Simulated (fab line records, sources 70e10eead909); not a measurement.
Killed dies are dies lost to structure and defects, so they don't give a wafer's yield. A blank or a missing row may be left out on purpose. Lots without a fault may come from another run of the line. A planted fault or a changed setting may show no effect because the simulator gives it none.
A struck lot beside a sound one | flow nand_harc | 22 steps out of a route of 1159
Sound: wafers L381.1, L381.2, L381.5. Struck: wafers L388.2, L388.3, L388.6. The cause comes at the end.
At each step with rows: each side's tool, then ch and its chambers, then its first start. Under that, the readings that differ: sound wafers | struck wafers | difference of the means | sigmas: that difference in standard deviations of wafers without a fault.
alike: readings whose means differ by less than 2 such deviations, and words and numbers that are the same on both sides. not compared: withheld readings, readings that some wafer has no value for, bounds like >300 that may hide the same value, and numbers for which the record gives no deviation and whose values overlap.
The two part at a step that has a row with sigmas, a row that says differs or no value, or rows on one side only. Numbers that don't overlap but have no deviation are shown without sigmas and don't part them. A reading that every wafer of one side lacks parts them only if that side has two wafers or more.

NHARC_A_BLC_CVD_24: deposits W, target thk 150 nm, time 434 s.
  sound on cvd_w-02 ch 0,1; struck on cvd_w-02 ch 0,1
  alike: heater_power_w, throttle_valve_pct
NHARC_A_BLC_CMP_25: polishes, t overpolish 30 s, target thk 150 nm.
  sound on cmp-01 ch 0,2,3, day 19 13:56; struck on cmp-01 ch 1,2, day 21 15:44
  alike: motor_current_A, overpolish_run_s, time_to_endpoint_s
then, 1 step without rows for these wafers: NHARC_A_BLC_SRD_27.
NHARC_A_BLC_INSPECT_28:
  sound on defect_inspect-02, day 19 14:19; struck on defect_inspect-02, day 21 16:09
  alike: raw_defect_count
then, 7 steps without rows for these wafers: NHARC_A_M0_DEP_00 (deposits SiOC, target thk 150 nm); NHARC_A_M0_DEHYDRATE_01 (time 120 s); NHARC_A_M0_HMDS_02 (time 30 s); NHARC_A_M0_COAT_33 (time 65 s); NHARC_A_M0_COAT_03 (resist thk 90 nm); NHARC_A_M0_SOFTBAKE_04 (time 55 s); NHARC_A_M0_EBR_05.
NHARC_A_M0_EXPOSE_06: exposes mask A M0, target cd 80 nm.
  sound on arfi_scanner-01 ch 0, day 19 15:04; struck on arfi_scanner-02 ch 0, day 21 16:47
  reading              | sound             | struck               | difference | sigmas
  exposure_dose_mJ_cm2 | 83.27 83.16 83.30 | 116.12 116.02 116.10 | +32.84     | +99 or more
  alike: mask
then, 2 steps without rows for these wafers: NHARC_A_M0_PEB_07 (peb time 65 s); NHARC_A_M0_DEVELOP_08 (develop time 35 s).
NHARC_A_M0_CD_MEAS_09: target cd 80 nm.
  sound on cd_sem-01 ch 0, day 19 15:13; struck on cd_sem-03 ch 0, day 21 16:56
  reading    | sound          | struck            | difference | sigmas
  cd_nm (nm) | 79.1 79.9 79.5 | 101.5 101.4 100.3 | +21.6      | +42
NHARC_A_M0_OVL_MEAS_10: pitch 160 nm.
  sound on overlay-02, day 19 15:18; struck on overlay-02, day 21 17:01
  reading           | sound          | struck      | difference | sigmas
  overlay_y_nm (nm) | -0.9 -0.5 -0.5 | 2.0 1.5 1.5 | +2.3       | +3
  alike: overlay_x_nm
NHARC_A_M0_INSPECT_11:
  sound on defect_inspect-02, day 19 15:20; struck on defect_inspect-01, day 21 17:03
  alike: raw_defect_count
NHARC_A_M0_DESCUM_14: chemistry O2, time 3 s.
  sound on rie_diel-09 ch 0,2, day 19 15:25; struck on rie_diel-05 ch 1,2,3, day 21 17:07
  reading               | sound             | struck            | difference | sigmas
  model.A_M0.cd_nm (nm) | 79.08 80.02 79.35 | 101.8 101.4 100.7 | +21.8      |
  alike: drypump_motor_current_A, oes_product_au, rf_vpp_V, showerhead_plenum_p_Torr, throttle_valve_pct
  not compared: rf_hours_counter_h
NHARC_A_M0_ETCH_34: etches the open film in N2/H2, target depth 40 nm, overetch 12 nm, time 43.94 s.
  sound on rie_diel-09 ch 0,1,2, day 19 15:29; struck on rie_diel-05 ch 0,1,2, day 21 17:12
  alike: drypump_motor_current_A, oes_product_au, rf_vpp_V, showerhead_plenum_p_Torr, throttle_valve_pct
  not compared: rf_hours_counter_h
NHARC_A_M0_ETCH_15: etches the open film in C4F8/Ar, target depth 150 nm, overetch 15 nm, time 82.5 s.
  sound on rie_diel-09 ch 0,2; struck on rie_diel-05 ch 0,3
  reading               | sound             | struck            | difference | sigmas
  oes_product_au (a.u.) | 0.963 0.987 0.980 | 0.924 0.926 0.925 | -0.052     | -2
  model.A_M0.cd_nm (nm) | 78.84 80.16 79.87 | 101.8 101.2 100.9 | +21.7      |
  alike: rf_vpp_V
  not compared: rf_hours_counter_h
NHARC_A_M0_CD_MEAS_16:
  sound on cd_sem-01, day 19 15:42; struck on cd_sem-03, day 21 17:25
  reading    | sound          | struck            | difference | sigmas
  cd_nm (nm) | 79.1 80.1 79.7 | 101.9 101.3 101.2 | +21.8      | +35
NHARC_END_SORT_01:
  the record has rows for the struck wafers here (prober-01 ch 0, day 23 12:51) and none for the sound ones

WHERE THEY PART
First at NHARC_A_M0_EXPOSE_06; last, within this record, at NHARC_END_SORT_01.

WHY: what the simulator had put in
Process parameter drift: arfi_scanner-02, from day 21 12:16 on, at NHARC_A_M0_EXPOSE_06. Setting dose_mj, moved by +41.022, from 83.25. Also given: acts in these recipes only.
